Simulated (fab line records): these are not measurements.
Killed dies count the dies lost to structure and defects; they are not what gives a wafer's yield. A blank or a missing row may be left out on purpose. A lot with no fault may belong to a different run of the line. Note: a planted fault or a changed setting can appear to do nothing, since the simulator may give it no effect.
Matching of chambers + flow n5Finfet + 3 sister chambers for N5_BEOL_M8_CURE_74 on uvCure-02
The step cures SiCOH lowk, time 240 s. 3 wafers are shown with their chamber, then 11 later ones without.

## WAFERS, EACH WITH ITS CHAMBER
| wafer  | chamber | wafer_temp_C_max |
|--------|---------|------------------|
| L081.6 | 0       | 388.0            |
| L089.6 | 1       | 386.7            |
| L088.1 | 2       | 386.3            |

## WAFERS WHOSE CHAMBER IS MISSING
| wafer  | wafer_temp_C_max |
|--------|------------------|
| L088.4 | 386.5            |
| L088.5 | 386.8            |
| L092.1 | 386.6            |
| L092.2 | 386.1            |
| L092.3 | 386.3            |
| L091.1 | 386.2            |
| L091.2 | 386.1            |
| L091.4 | 386.3            |
| L096.3 | 387.6            |
| L096.5 | 387.7            |
| L096.6 | 387.7            |

## WHICH CHAMBER EACH WENT THROUGH
| wafer  | from the rows above     | in truth |
|--------|-------------------------|----------|
| L088.4 | can't be placed: 1 or 2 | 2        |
| L088.5 | can't be placed: 1 or 2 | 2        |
| L092.1 | can't be placed: 1 or 2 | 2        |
| L092.2 | can't be placed: 2 or 1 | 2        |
| L092.3 | can't be placed: 2 or 1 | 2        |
| L091.1 | can't be placed: 2 or 1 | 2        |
| L091.2 | can't be placed: 2 or 1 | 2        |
| L091.4 | can't be placed: 2 or 1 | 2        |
| L096.3 | 0                       | 0        |
| L096.5 | 0                       | 0        |
| L096.6 | 0                       | 0        |
Placed correctly: 3 of 11. These rows do not allow placing 8 (true chamber among the candidates in 8). Placed wrongly: 0.
How it was worked out, from the rows above alone: a wafer's distance from a chamber is the root of the sum, over the readings, of the square of ((its reading less the chamber's mean) divided by the reading's scatter). The wafer belongs to the nearest chamber; if the next one is less than 2 further off, it can't be placed. A chamber's mean is the mean of its shown wafers. The scatter: with one shown wafer a chamber, the root of the mean of the squares of how far each hidden wafer lies from its nearest shown one.
